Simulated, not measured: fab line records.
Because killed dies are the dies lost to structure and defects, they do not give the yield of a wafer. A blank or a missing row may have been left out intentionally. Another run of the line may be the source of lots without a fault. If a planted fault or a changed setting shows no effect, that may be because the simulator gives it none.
Chamber matching | flow n5-finfet | N5_BEOL_M1_ALD_98 on ald-sin-04: 4 sister chambers
The step deposits SiO2, target thk 2.5 nm, pulse time 1 s, co reactant pulse time 1 s. 7 wafers are shown with their chamber, then 11 later ones without.

== WAFERS WITH THEIR CHAMBER ==
wafer  | chamber | heater-power-w (W) | precursor-pulse-height-rel
L083.6 | 2       | 72                 | 0.992
L085.4 | 2       | 72                 | 1.018
L085.6 | 1       | 77                 | 1.005
L087.2 | 1       | 79                 | 0.995
L087.3 | 0       | 75                 | 0.992
L087.6 | 3       | 84                 | 1.008
L088.1 | 0       | 74                 | 1.048

== WAFERS WITH NO CHAMBER GIVEN ==
wafer  | heater-power-w (W) | precursor-pulse-height-rel
L088.3 | 85                 | 1.006
L088.4 | 73                 | 1.012
L093.1 | 76                 | 1.002
L093.2 | 79                 | 1.026
L093.6 | 75                 | 1.000
L094.2 | 77                 | 1.003
L094.3 | 76                 | 0.977
L094.6 | 78                 | 1.046
L097.1 | 77                 | 0.999
L097.2 | 84                 | 0.994
L097.4 | 73                 | 1.016

== THE CHAMBER EACH PASSED THROUGH ==
wafer  | from the rows above     | in truth
L088.3 | 3                       | 3
L088.4 | can't be placed: 2 or 0 | 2
L093.1 | can't be placed: 0 or 1 | 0
L093.2 | 1                       | 1
L093.6 | 0                       | 0
L094.2 | can't be placed: 1 or 0 | 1
L094.3 | can't be placed: 0 or 1 | 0
L094.6 | 1                       | 1
L097.1 | can't be placed: 1 or 0 | 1
L097.2 | 3                       | 3
L097.4 | can't be placed: 2 or 0 | 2
5 of 11 placed correctly. These rows do not allow placing 6 (true chamber among the candidates in 6). 0 placed wrongly.
How it was worked out, from the rows above alone: a wafer's distance from a chamber is the root of the sum, over the readings, of the square of ((its reading less the chamber's mean) divided by the reading's scatter). The wafer belongs to the nearest chamber; if the next one is less than 2 further off, it can't be placed. Each chamber's mean is taken over the wafers shown for it. How the scatter is found: for the shown wafers, subtract from each reading the mean of its chamber, square and add these, divide the total by (wafers less chambers), then take the root.
